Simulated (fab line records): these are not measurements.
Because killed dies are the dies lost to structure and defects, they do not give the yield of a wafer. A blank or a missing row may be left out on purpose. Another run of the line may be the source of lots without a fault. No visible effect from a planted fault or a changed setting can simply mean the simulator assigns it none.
fab line records    flow n5Finfet
[record] lots = 6  wafers = 18  lastDay = 18
route steps=1938 shown BEOL_M4@1094
lots that met no fault: from a run of the same line without faults
startH: the number of hours between the record's first day and the start of the first shown wafer of the lot    waitH: time in hours since the lot's previous step    " the same as in the row above    L1.1+2: one row covering several wafers at once    - no value present, or no start provided    * or withheld: withheld    < > ~ a bound
route shown NAME@n: NAME is a module with steps in the file, n the number in the route of the first one    usual: average and standard deviation across the fault-free wafers    same: alike in all rows    chamber/n: place in a boat    sites: per-site readings    _std_site: standard deviation of those values    _edge_site: mean of outer sites minus mean of inner sites    radiusMm: how far each site lies from the wafer's centre    mask NAME#n: copy n    behind: the last tool/chamber to shape the wafer    hold: what put the lot on hold/how long, in hours/how the hold closed    device: transistor that didn't switch, given as n, p or np    end of line: at the end of the route, the tests of the same wafers    a step without rows: its recipe alone    killed: not the wafer's yield, but the dies lost to structure and defects at the first sort    map: a wafer's dies, x killed, . not, _ none there
set.NAME: setting as actually run; set.NAME@STEP: the setting as run at that earlier step    model.NAME: the simulator's own value behind a step, which no gauge read
a table for each step, a row for each wafer; lots at some steps of the route
services: when a tool's chamber went out of use (startH, in hours from the record's first day, below 0 if earlier), for how many hours, and the reason
[[steps]]
[step N5_BEOL_M4_SPUTTER_90]
[recipe] material = Cu  targetThkA = 45  tempC = -20  chamberPressurePa = 0.07  powerW = withheld  timeS = 8.29
[usual] throttleValvePct = 29.8/1
lot.wafer  tool           chamber  startH  waitH  throttleValvePct
L703.2     pvdSputter-02  -        183.98  0.1    28.4
L703.3     "              -        "       "      31.4
L703.5     "              -        "       "      28.5
L706.2     pvdSputter-02  -        198.10  0.1    28.1
L706.4     "              -        "       "      30.1
L706.5     "              -        "       "      28.2
L716.1     pvdSputter-01  -        268.12  0.1    30.5
L716.2     "              -        "       "      29.1
L716.5     "              -        "       "      30.3
L720.1     pvdSputter-03  -        294.16  0.1    30.3
L720.3     "              -        "       "      30.8
L720.6     "              -        "       "      30.0
L718.2     pvdSputter-01  -        294.31  0.1    29.4
L718.5     "              -        "       "      29.1
L718.6     "              -        "       "      30.3
L722.2     pvdSputter-03  -        317.74  0.1    31.0
L722.3     "              -        "       "      29.9
L722.6     "              -        "       "      30.1
[step N5_BEOL_M4_ANNEAL_91]
[recipe] tempC = 400  timeS = 240  ambient = vacuum
[usual] heaterPowerW = 822/69
lot.wafer  tool           chamber  startH  waitH  heaterPowerW
L703.2     pvdSputter-02  -        184.06  0.0    930
L703.3     "              -        "       "      805
L703.5     "              -        "       "      965
L706.2     pvdSputter-02  -        198.18  0.0    836
L706.4     "              -        "       "      887
L706.5     "              -        "       "      954
L716.1     pvdSputter-01  -        268.20  0.0    728
L716.2     "              -        "       "      812
L716.5     "              -        "       "      854
L720.1     pvdSputter-03  -        294.24  0.0    783
L720.3     "              -        "       "      775
L720.6     "              -        "       "      760
L718.2     pvdSputter-01  -        294.39  0.0    819
L718.5     "              -        "       "      683
L718.6     "              -        "       "      847
L722.2     pvdSputter-03  -        317.82  0.0    865
L722.3     "              -        "       "      788
L722.6     "              -        "       "      782
[step N5_BEOL_M4_SPUTTER_92]
[recipe] material = Cu  targetThkA = 45  tempC = -20  chamberPressurePa = 0.07  powerW = withheld  timeS = 8.29
[step N5_BEOL_M4_ANNEAL_93]
[recipe] tempC = 400  timeS = 240  ambient = vacuum
[usual] heaterPowerW = 823/68
lot.wafer  tool           chamber  startH  waitH  heaterPowerW
L703.2     pvdSputter-02  -        184.28  0.0    954
L703.3     "              -        "       "      815
L703.5     "              -        "       "      967
L706.2     pvdSputter-02  -        198.40  0.0    816
L706.4     "              -        "       "      885
L706.5     "              -        "       "      954
L716.1     pvdSputter-01  -        268.42  0.0    761
L716.2     "              -        "       "      831
L716.5     "              -        "       "      849
L720.1     pvdSputter-03  -        294.46  0.0    767
L720.3     "              -        "       "      756
L720.6     "              -        "       "      778
L718.2     pvdSputter-01  -        294.61  0.0    822
L718.5     "              -        "       "      700
L718.6     "              -        "       "      864
L722.2     pvdSputter-03  -        318.04  0.0    863
L722.3     "              -        "       "      774
L722.6     "              -        "       "      790
[step N5_BEOL_M4_SPUTTER_94]
[recipe] material = Cu  targetThkA = 45  tempC = -20  chamberPressurePa = 0.07  powerW = withheld  timeS = 8.29
[usual] throttleValvePct = 29.8/1
lot.wafer  tool           chamber  startH  waitH  throttleValvePct
L703.2     pvdSputter-02  -        184.42  0.1    28.5
L703.3     "              -        "       "      31.4
L703.5     "              -        "       "      28.3
L706.2     pvdSputter-02  -        198.54  0.1    28.1
L706.4     "              -        "       "      29.8
L706.5     "              -        "       "      28.7
L716.1     pvdSputter-01  -        268.56  0.1    30.1
L716.2     "              -        "       "      29.5
L716.5     "              -        "       "      30.5
L720.1     pvdSputter-03  -        294.60  0.1    30.5
L720.3     "              -        "       "      30.8
L720.6     "              -        "       "      30.0
L718.2     pvdSputter-01  -        294.75  0.1    29.6
L718.5     "              -        "       "      29.1
L718.6     "              -        "       "      30.4
L722.2     pvdSputter-03  -        318.18  0.1    31.3
L722.3     "              -        "       "      30.1
L722.6     "              -        "       "      30.0
[step N5_BEOL_M4_ANNEAL_95]
[recipe] tempC = 400  timeS = 240  ambient = vacuum
[step N5_BEOL_M4_SPUTTER_96]
[recipe] material = Cu  targetThkA = 45  tempC = -20  chamberPressurePa = 0.07  powerW = withheld  timeS = 8.29
[usual] throttleValvePct = 29.8/1
lot.wafer  tool           chamber  startH  waitH  throttleValvePct
L703.2     pvdSputter-02  -        184.64  0.1    28.3
L703.3     "              -        "       "      31.3
L703.5     "              -        "       "      28.2
L706.2     pvdSputter-02  -        198.76  0.1    28.2
L706.4     "              -        "       "      29.7
L706.5     "              -        "       "      28.6
L716.1     pvdSputter-01  -        268.78  0.1    30.3
L716.2     "              -        "       "      29.1
L716.5     "              -        "       "      30.4
L720.1     pvdSputter-03  -        294.82  0.1    30.1
L720.3     "              -        "       "      30.5
L720.6     "              -        "       "      30.1
L718.2     pvdSputter-01  -        294.97  0.1    29.4
L718.5     "              -        "       "      29.0
L718.6     "              -        "       "      30.3
L722.2     pvdSputter-03  -        318.40  0.1    31.1
L722.3     "              -        "       "      29.9
L722.6     "              -        "       "      30.2
[step N5_BEOL_M4_ECD_50]
[recipe] material = Cu  targetThkA = 3000
[step N5_BEOL_M4_ANNEAL_51]
[recipe] tempC = 225  timeS = 90  ambient = N2
[step N5_BEOL_M4_CMP_52]
[recipe] stopOn = SiOC  tOverpolishS = 6.8  downForcePsi = 1  platenRpm = 50  clearingPlatenDownForcePsi = 1.5  clearingPlatenRpm = 50  postCmpClean = cuAlkaline  targetThkNm = 40  clearingPlatenPadVelocityMS = 0.99484  padVelocityMS = 0.99484
[step N5_BEOL_M4_THK_MEAS_53]
[recipe] thkMeasGauge = xrf  reads = Cu_of_BEOL_M4_ECD_50
[usual] M4_THK = 40.8/1.9
lot.wafer  tool          chamber  startH  waitH  M4_THK[nm]
L703.2     filmMetro-02  -        185.44  -      43.0
L703.3     "             -        "       "      41.5
L703.5     "             -        "       "      40.3
L706.2     filmMetro-02  -        199.57  -      42.1
L706.4     "             -        "       "      41.8
L706.5     "             -        "       "      40.3
L716.1     filmMetro-01  -        269.57  -      40.0
L716.2     "             -        "       "      40.2
L716.5     "             -        "       "      41.7
L720.1     filmMetro-01  -        295.67  -      42.6
L720.3     "             -        "       "      39.9
L720.6     "             -        "       "      41.1
L718.2     filmMetro-02  -        295.82  -      42.8
L718.5     "             -        "       "      43.4
L718.6     "             -        "       "      41.4
L722.2     filmMetro-02  -        319.56  -      40.4
L722.3     "             -        "       "      36.1
L722.6     "             -        "       "      38.7
[step N5_BEOL_M4_PRE_CLEAN_60]
[recipe] gas = NH3/H2  timeS = 15  tempC = *  rfPowerW = 300
[step N5_BEOL_M4_CO_CAP_55]
[recipe] material = Co  targetThkA = 20  tempC = 200  precursor = CCTBA/H2  pressureTorr = 30  timeS = 102.1
[usual] chamberPressureTorr = 30.00/0.068  heaterPowerW = 251/30  runLengthS = 124.7/0.41
lot.wafer  tool      chamber  startH  waitH  chamberPressureTorr  heaterPowerW  runLengthS  model.Co_of_BEOL_M4_CO_CAP_55.thkNm
L703.2     cvdCo-02  1        185.52  0.0    29.92                315           124.9       2
L703.3     "         2        "       "      30.05                254           124.3       2
L703.5     "         1        "       "      30.03                318           125.0       2
L706.2     cvdCo-01  0        199.64  0.0    29.94                249           124.7       2.2
L706.4     "         1        "       "      30.10                242           125.1       2
L706.5     "         2        "       "      29.99                209           124.5       2.2
L716.1     cvdCo-01  2        269.65  0.0    30.03                210           166.2       2.6
L716.2     "         0        "       "      29.94                248           124.1       2
L716.5     "         2        "       "      30.03                210           166.4       2.8
L720.1     cvdCo-01  0        295.75  0.0    29.91                247           166.0       2.8
L720.3     "         2        "       "      30.02                216           124.8       2
L720.6     "         0        "       "      29.92                247           124.2       1.8
L718.2     cvdCo-02  0        295.90  0.0    29.88                273           124.1       2
L718.5     "         2        "       "      30.05                248           124.8       1.8
L718.6     "         1        "       "      29.94                309           125.1       2
L722.2     cvdCo-02  0        319.64  0.0    29.98                268           124.7       2
L722.3     "         2        "       "      30.11                255           124.4       2
L722.6     "         0        "       "      30.03                265           124.3       2
[step N5_BEOL_M4_PRE_CLEAN_56]
[recipe] gas = NH3  timeS = 15  tempC = withheld  rfPowerW = 300
[step N5_BEOL_M4_RC_MEAS_101]
[usual] DIBL_N = 36.0/2.5  DIBL_P = 36.7/3  IOFF_N = 0.16/0.043  IOFF_P = 0.21/0.049  ION_N = 673/15  ION_P = 461/9.8  SS_N = 71.5/0.83  SS_P = 73.4/0.83  VT_N = 250/4  VT_P = -251/4
lot.wafer  tool       chamber  startH  waitH  DIBL_N[mV/V]  DIBL_P[mV/V]  IOFF_N[nA/um]  IOFF_P[nA/um]  ION_N[uA/um]  ION_P[uA/um]  SS_N[mV/dec]  SS_P[mV/dec]  VT_N[mV]  VT_P[mV]
L703.2     prober-02  0        185.91  0.2    38.7          39.9          0.22           0.28           695           472           71.6          73.8          243       -246
L703.3     "          0        "       "      38.6          39.5          0.20           0.26           686           474           71.7          73.6          245       -244
L703.5     "          0        "       "      40.7          42.3          0.24           0.34           693           476           72.6          74.8          244       -242
L706.2     prober-01  0        200.08  0.2    33.9          35.4          0.13           0.19           667           466           71.1          73.3          251       -250
L706.4     "          0        "       "      35.2          36.0          0.14           0.19           657           449           70.9          73.2          252       -251
L706.5     "          0        "       "      36.3          38.9          0.17           0.27           671           465           70.7          74.9          247       -247
L716.1     prober-01  0        269.88  0.0    35.1          36.4          0.14           0.18           666           458           71.5          73.6          252       -252
L716.2     "          0        "       "      33.6          34.6          0.12           0.17           653           452           71.8          72.7          254       -254
L716.5     "          0        "       "      38.4          38.7          0.19           0.22           679           461           72.4          74.0          246       -251
L720.1     prober-01  0        295.98  0.0    36.8          37.8          0.19           0.24           669           461           71.8          73.0          247       -247
L720.3     "          0        "       "      37.7          39.8          0.22           0.29           701           474           72.4          74.1          242       -244
L720.6     "          0        "       "      35.7          35.9          0.17           0.21           662           451           72.0          73.8          248       -250
L718.2     prober-02  0        296.29  0.2    33.6          34.7          0.13           0.16           654           443           71.1          72.4          255       -254
L718.5     "          0        "       "      34.3          36.4          0.14           0.18           678           463           70.8          72.9          253       -253
L718.6     "          0        "       "      31.0          31.9          0.10           0.12           648           441           69.8          72.7          257       -259
L722.2     prober-01  0        320.03  0.2    37.2          38.7          0.19           0.22           670           452           71.5          73.9          247       -249
L722.3     "          0        "       "      37.1          39.0          0.17           0.23           663           457           71.8          73.9          249       -250
L722.6     "          0        "       "      36.9          38.0          0.17           0.22           688           467           71.7          73.6          249       -250
[[services]]
tool           chamber  startH  hours  kind
cvdCo-01       0        244.46  12.5   repair
cvdCo-02       -        244.92  1.4    repair
pvdSputter-02  -        311.06  2.8    repair
cvdCo-02       1        311.17  4.9    repair
cvdCo-02       0        316.12  3.0    repair
[[key]]
[firstSign] step = N5_BEOL_M4_CO_CAP_55  reading = runLengthS  direction = up  sigmas = 99+  usual = *  struck = *
effect none on later readings
[modelEffect] step = N5_BEOL_M4_CO_CAP_55  value = Co_of_BEOL_M4_CO_CAP_55.thkNm  without = 1.933  struck = 2.733
metAt N5_BEOL_M4_CO_CAP_55
struckWafers L716.1,L716.5,L720.1
onsetBetween 199.64 269.65
[fault] kind = processParameterDrift  tool = cvdCo-01  chamber = -  onsetH = 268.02  steps = N5_BEOL_M4_CO_CAP_55  channel = timeS  offset = *  shape = step  endH = 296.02  scope = struckWafersOnly  actsIn = *  stated = *
